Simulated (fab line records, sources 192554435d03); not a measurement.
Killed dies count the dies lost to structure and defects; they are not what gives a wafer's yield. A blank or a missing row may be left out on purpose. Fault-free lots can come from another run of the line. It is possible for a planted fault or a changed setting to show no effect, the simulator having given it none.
Matching of chambers + flow n5_finfet + ald_sin-01 running N5_GATE_CUT_ALD_22: 4 sister chambers
The step deposits SiNx, target thk 16 nm, pulse time 1 s, ald cycles 320. 16 wafers are shown with their chamber, then 8 later ones without.

WAFERS WITH THEIR CHAMBER
| wafer  | chamber | heater_power_w (W) | precursor_pulse_height_rel | chamber_pressure_Torr (Torr) |
|--------|---------|--------------------|----------------------------|------------------------------|
| L078.1 | 1       | 716                | 0.990                      | 1.999                        |
| L078.4 | 3       | 903                | 1.007                      | 2.003                        |
| L078.5 | 0       | 842                | 0.980                      | 2.004                        |
| L079.1 | 3       | 912                | 1.011                      | 1.997                        |
| L079.4 | 1       | 719                | 1.036                      | 1.999                        |
| L079.6 | 0       | 838                | 0.990                      | 1.997                        |
| L081.1 | 2       | 859                | 0.991                      | 2.008                        |
| L081.2 | 3       | 904                | 1.016                      | 2.005                        |
| L081.5 | 0       | 832                | 0.984                      | 1.999                        |
| L082.1 | 3       | 909                | 1.031                      | 1.997                        |
| L082.5 | 3       | 919                | 1.023                      | 2.001                        |
| L082.6 | 2       | 840                | 1.019                      | 1.995                        |
| L085.2 | 1       | 713                | 1.005                      | 2.009                        |
| L085.4 | 0       | 840                | 1.001                      | 1.995                        |
| L085.6 | 3       | 912                | 1.010                      | 2.000                        |
| L090.3 | 3       | 917                | 1.024                      | 2.001                        |

SIGNATURES (averages over the wafers above)
| reading                    | chamber 0 | chamber 1 | chamber 2 | chamber 3 | scatter within a chamber |
|----------------------------|-----------|-----------|-----------|-----------|--------------------------|
| heater_power_w             | 838.00    | 716.00    | 849.50    | 910.86    | 6.28                     |
| precursor_pulse_height_rel | 0.98875   | 1.01033   | 1.00500   | 1.01743   | 0.0136                   |
| chamber_pressure_Torr      | 1.99875   | 2.00233   | 2.00150   | 2.00057   | 0.00454                  |
Rule: a wafer's distance from a chamber is the root of the sum, over the readings, of the square of ((its reading less the chamber's mean) divided by the reading's scatter). The wafer belongs to the nearest chamber; if the next one is less than 2 further off, it can't be placed. The scatter is the square root of a quotient: the sum, over the shown wafers, of each reading's squared deviation from its chamber's mean, divided by wafers minus chambers.

WAFERS MISSING THEIR CHAMBER
| wafer  | heater_power_w (W) | precursor_pulse_height_rel | chamber_pressure_Torr (Torr) |
|--------|--------------------|----------------------------|------------------------------|
| L090.4 | 709                | 1.011                      | 1.999                        |
| L090.5 | 926                | 0.973                      | 2.008                        |
| L092.2 | 701                | 1.004                      | 2.000                        |
| L092.3 | 905                | 1.011                      | 1.999                        |
| L092.5 | 936                | 0.958                      | 1.999                        |
| L097.2 | 862                | 0.975                      | 1.991                        |
| L097.3 | 856                | 0.991                      | 1.998                        |
| L097.4 | 897                | 1.001                      | 2.004                        |

WHICH CHAMBER EACH WENT THROUGH
| wafer  | from the rows above     | in truth |
|--------|-------------------------|----------|
| L090.4 | 1                       | 1        |
| L090.5 | 3                       | 3        |
| L092.2 | 1                       | 1        |
| L092.3 | 3                       | 3        |
| L092.5 | 3                       | 3        |
| L097.2 | can't be placed: 2 or 0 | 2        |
| L097.3 | can't be placed: 2 or 0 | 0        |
| L097.4 | 3                       | 3        |
Correctly placed: 6 of 8. From these rows, 2 cannot be placed; in 2 the true chamber is one of the candidates. Placed wrongly: 0.
